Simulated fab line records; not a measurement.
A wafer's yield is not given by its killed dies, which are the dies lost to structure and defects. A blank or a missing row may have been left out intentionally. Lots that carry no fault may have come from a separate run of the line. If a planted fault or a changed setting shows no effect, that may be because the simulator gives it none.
The tool behind it: which one? | flow nand harc | 10 lots, 30 wafers sampled, at 7 steps of a route of 1302

WHAT THE GAUGES READ, wafer by wafer
NHARC_A_CHANNEL_HOLE_D1_CD_MEAS_30.
lot  | measured     | on        | cd nm (nm)
L548 | day 9 22:37  | cd sem-03 | 90.5 90.3 89.6
L550 | day 11 08:27 | cd sem-03 | 90.1 89.5 89.6
L553 | day 12 09:13 | cd sem-02 | 88.4 90.3 89.3
L558 | day 14 16:35 | cd sem-02 | 88.3 89.3 88.6
L559 | day 14 16:36 | cd sem-03 | 0.2 -0.2 -0.6
L560 | day 14 20:46 | cd sem-02 | 0.4 -0.2 -0.1
L562 | day 15 13:29 | cd sem-02 | 0.0 0.0 -0.2
L565 | day 17 10:16 | cd sem-03 | 88.7 90.8 88.6
L566 | day 17 14:28 | cd sem-03 | 89.5 89.0 89.7
L567 | day 17 18:40 | cd sem-03 | 89.5 88.6 89.0

NHARC_END_SORT_01.
lot  | measured     | on        | killed at array | killed at other | killed at periphery | killed dies | killed open | killed short
L559 | day 30 02:55 | prober-02 | 675 674 674     | 0 2 1           | 2 1 2               | 677 677 677 | 2 2 5       | 1 5 4
L560 | day 30 03:07 | prober-01 | 676 676 674     | 0 0 0           | 1 1 3               | 677 677 677 | 2 4 0       | 4 1 3
L562 | day 30 16:14 | prober-01 | 671 670 668     | 0 0 0           | 6 7 9               | 677 677 677 | 2 3 3       | 3 5 6

TOOL THAT RAN EACH LOT (tool first, then ch and the chambers of the sampled wafers, then the start)
lot  | NHARC_A_CHANNEL_HOLE_D1_DEP_00 | NHARC_A_CHANNEL_HOLE_D1_DESCUM_15  | NHARC_A_CHANNEL_HOLE_D1_ETCH_19  | NHARC_A_CHANNEL_HOLE_D1_ETCH_20  | NHARC_A_CHANNEL_HOLE_D1_XSEM_31
L548 | acl dep-02 ch 0, day 9 11:50   | rie diel-05 ch 0,1,3, day 9 14:29  | har etch-01 ch 1, day 9 16:05    | har etch-01 ch 1, day 9 16:14    | xsem-02 ch 0, day 9 22:43
L550 | acl dep-02 ch 0, day 10 16:49  | rie diel-07 ch 2,3, day 10 19:38   | har etch-02 ch 1, day 10 22:47   | har etch-02 ch 1, day 10 23:00   | xsem-01 ch 0, day 11 08:32
L553 | acl dep-03 ch 0, day 11 13:35  | rie diel-01 ch 0,1,3, day 11 16:30 | har etch-02 ch 0, day 11 23:32   | har etch-02 ch 0, day 11 23:46   | xsem-01 ch 0, day 12 09:18
L558 | acl dep-03 ch 0, day 14 07:09  | rie diel-07 ch 2,3, day 14 09:44   | har etch-01 ch 0,1, day 14 11:04 | har etch-01 ch 0,1, day 14 11:13 | xsem-01 ch 0, day 14 16:40
L559 | acl dep-02 ch 0, day 14 07:19  | rie diel-01 ch 0,2,3, day 14 09:53 | har etch-02 ch 1, day 14 11:04   | har etch-02 ch 1, day 14 11:11   | xsem-02 ch 0, day 14 16:41
L560 | acl dep-01 ch 0, day 14 08:52  | rie diel-01 ch 0,1,3, day 14 11:22 | har etch-01 ch 0,1, day 14 15:13 | har etch-01 ch 0,1, day 14 15:20 | xsem-01 ch 0, day 14 20:51
L562 | acl dep-02 ch 0, day 15 02:44  | rie diel-01 ch 1,2, day 15 05:15   | har etch-02 ch 0,1, day 15 06:56 | har etch-02 ch 0,1, day 15 07:03 | xsem-01 ch 0, day 15 13:34
L565 | acl dep-03 ch 0, day 16 18:17  | rie diel-05 ch 0,2,3, day 16 21:20 | har etch-01 ch 0,1, day 17 04:44 | har etch-01 ch 0,1, day 17 04:51 | xsem-02 ch 0, day 17 10:22
L566 | acl dep-02 ch 0, day 16 19:08  | rie diel-07 ch 1,2, day 16 21:40   | har etch-01 ch 0,1, day 17 08:56 | har etch-01 ch 0,1, day 17 09:05 | xsem-01 ch 0, day 17 14:33
L567 | acl dep-02 ch 0, day 17 04:19  | rie diel-01 ch 0,1,2, day 17 06:50 | har etch-01 ch 0,1, day 17 13:08 | har etch-01 ch 0,1, day 17 13:17 | xsem-02 ch 0, day 17 18:46
- NHARC_A_CHANNEL_HOLE_D1_DEP_00: deposits aC, target thk 3100 nm.
- NHARC_A_CHANNEL_HOLE_D1_DESCUM_15: chemistry O2, time 3 s.
- NHARC_A_CHANNEL_HOLE_D1_ETCH_19: etches the open film in C4F8/O2/Ar, time 34.5 s.
- NHARC_A_CHANNEL_HOLE_D1_ETCH_20: etches the open film in C4F8/O2/Ar, time 361.9 s, target depth 1600 nm.
- NHARC_A_CHANNEL_HOLE_D1_XSEM_31

AS READ BY THE TOOLS THEMSELVES (means over the sampled wafers that have a number; for cases with no such wafer, the mark the record gives instead)
NHARC_A_CHANNEL_HOLE_D1_DEP_00.
lot  | tool       | throttle valve pct (%)
L548 | acl dep-02 | 34.997
L550 | acl dep-02 | 35.001
L553 | acl dep-03 | 35.001
L558 | acl dep-03 | 35.007
L559 | acl dep-02 | 34.996
L560 | acl dep-01 | 34.997
L562 | acl dep-02 | 34.998
L565 | acl dep-03 | 35.006
L566 | acl dep-02 | 34.994
L567 | acl dep-02 | 35.005

NHARC_A_CHANNEL_HOLE_D1_DESCUM_15.
lot  | tool        | drypump motor current A (A) | oes product au (a.u.) | rf vpp V (V) | showerhead plenum p Torr (Torr) | throttle valve pct (%)
L548 | rie diel-05 | 5.72                        | 0.995                 | 58.6         | 1.98                            | 11.316
L550 | rie diel-07 | 6.08                        | 0.997                 | 58.1         | 1.99                            | 11.312
L553 | rie diel-01 | 5.41                        | 1.004                 | 58.4         | 1.92                            | 11.315
L558 | rie diel-07 | 6.02                        | 1.005                 | 58.1         | 1.95                            | 11.317
L559 | rie diel-01 | 5.54                        | 1.009                 | 58.2         | 1.94                            | 11.302
L560 | rie diel-01 | 5.42                        | 0.994                 | 57.6         | 1.92                            | 11.310
L562 | rie diel-01 | 5.47                        | 0.998                 | 57.9         | 1.94                            | 11.318
L565 | rie diel-05 | 5.66                        | 1.004                 | 58.8         | 1.95                            | 11.307
L566 | rie diel-07 | 5.89                        | 1.001                 | 56.8         | 1.86                            | 11.318
L567 | rie diel-01 | 5.58                        | 0.998                 | 57.9         | 1.98                            | 11.314

NHARC_A_CHANNEL_HOLE_D1_ETCH_19.
lot  | tool        | bias v (V) | c4f8 flow sccm (sccm) | drypump motor current A (A) | showerhead plenum p Torr (Torr) | throttle valve pct (%)
L548 | har etch-01 | 1215       | 28.82                 | 5.87                        | 3.77                            | 37.040
L550 | har etch-02 | 1186       | 28.85                 | 5.72                        | 3.54                            | 37.042
L553 | har etch-02 | 1207       | 28.78                 | 6.55                        | 3.98                            | 37.031
L558 | har etch-01 | 1193       | 28.83                 | 5.96                        | 3.68                            | 37.037
L559 | har etch-02 | 1198       | 28.79                 | 5.72                        | 3.52                            | 37.037
L560 | har etch-01 | 1192       | 28.87                 | 6.08                        | 3.62                            | 37.042
L562 | har etch-02 | 1196       | 28.76                 | 6.28                        | 3.80                            | 37.030
L565 | har etch-01 | 1206       | 28.77                 | 6.11                        | 3.60                            | 37.044
L566 | har etch-01 | 1206       | 28.94                 | 5.99                        | 3.65                            | 37.046
L567 | har etch-01 | 1205       | 28.82                 | 6.01                        | 3.65                            | 37.041

NHARC_A_CHANNEL_HOLE_D1_ETCH_20.
lot  | tool        | c4f8 flow sccm (sccm) | chamber pressure mTorr (mTorr) | drypump motor current A (A) | showerhead plenum p Torr (Torr) | throttle valve pct (%)
L548 | har etch-01 | 89.20                 | 20.000                         | 5.91                        | 3.72                            | 32.161
L550 | har etch-02 | 89.50                 | 19.986                         | 5.74                        | 3.51                            | 32.155
L553 | har etch-02 | 89.06                 | 20.024                         | 6.55                        | 3.93                            | 32.157
L558 | har etch-01 | 89.38                 | 19.992                         | 5.98                        | 3.63                            | 32.149
L559 | har etch-02 | -                     | -                              | -                           | -                               | -
L560 | har etch-01 | -                     | -                              | -                           | -                               | -
L562 | har etch-02 | -                     | -                              | -                           | -                               | -
L565 | har etch-01 | 88.98                 | 19.993                         | 6.10                        | 3.57                            | 32.160
L566 | har etch-01 | 89.29                 | 20.022                         | 6.03                        | 3.61                            | 32.146
L567 | har etch-01 | 89.38                 | 19.989                         | 6.00                        | 3.61                            | 32.153

NHARC_A_CHANNEL_HOLE_D1_XSEM_31.
lot  | tool    | bot cd nm (nm) | bow nm (nm) | tilt deg (degrees)
L548 | xsem-02 | 74.4           | 8.58        | 0.08
L550 | xsem-01 | 74.9           | 8.72        | 0.01
L553 | xsem-01 | 74.0           | 8.77        | 0.05
L558 | xsem-01 | 74.0           | 8.56        | 0.05
L559 | xsem-02 | 0.0            | 0.36        | 0.10
L560 | xsem-01 | 0.9            | 0.42        | -0.03
L562 | xsem-01 | 0.5            | 0.48        | 0.13
L565 | xsem-02 | 73.4           | 8.55        | 0.05
L566 | xsem-01 | 73.8           | 8.85        | 0.04
L567 | xsem-02 | 73.2           | 8.58        | 0.11

THE ANSWER, worked out from the rows above alone
Rule: the usual values come from the lots themselves. Put in order of their means at a reading, lots are off if they are a third of the lots or fewer, leave a main group of 4 or more, and stand apart from it by a gap of 3 or more times the standard deviation of the main group's means; of several such gaps the widest counts. Not used: any main group whose means are identical at the precision the tables above print for the reading. A lot without any number at a reading at which 4 lots or more have one is off too. The other lots that the step has rows for count as sound. First the gauges in route order, then the tools' own readings, where a lot's mean is used as printed above. The first step at which some lot is off is used, and at that step the reading that is off furthest; a lot without a number counts as furthest.
Off, at NHARC_A_CHANNEL_HOLE_D1_CD_MEAS_30 on cd nm: L559, L560, L562. The main group has a mean of 89.4 nm with a standard deviation of 0.42.
If a tool, at a process step before that reading, ran all the lots that are off and no sound lot after the first of them, it fits. The gauges at NHARC_A_CHANNEL_HOLE_D1_CD_MEAS_30 aren't tried: what is off there is off at NHARC_A_CHANNEL_HOLE_D1_ETCH_20 too, on other tools, and a gauge's error can't cause that. Of those tried, none fits.

WHAT HAD BEEN PUT IN BY THE SIMULATOR
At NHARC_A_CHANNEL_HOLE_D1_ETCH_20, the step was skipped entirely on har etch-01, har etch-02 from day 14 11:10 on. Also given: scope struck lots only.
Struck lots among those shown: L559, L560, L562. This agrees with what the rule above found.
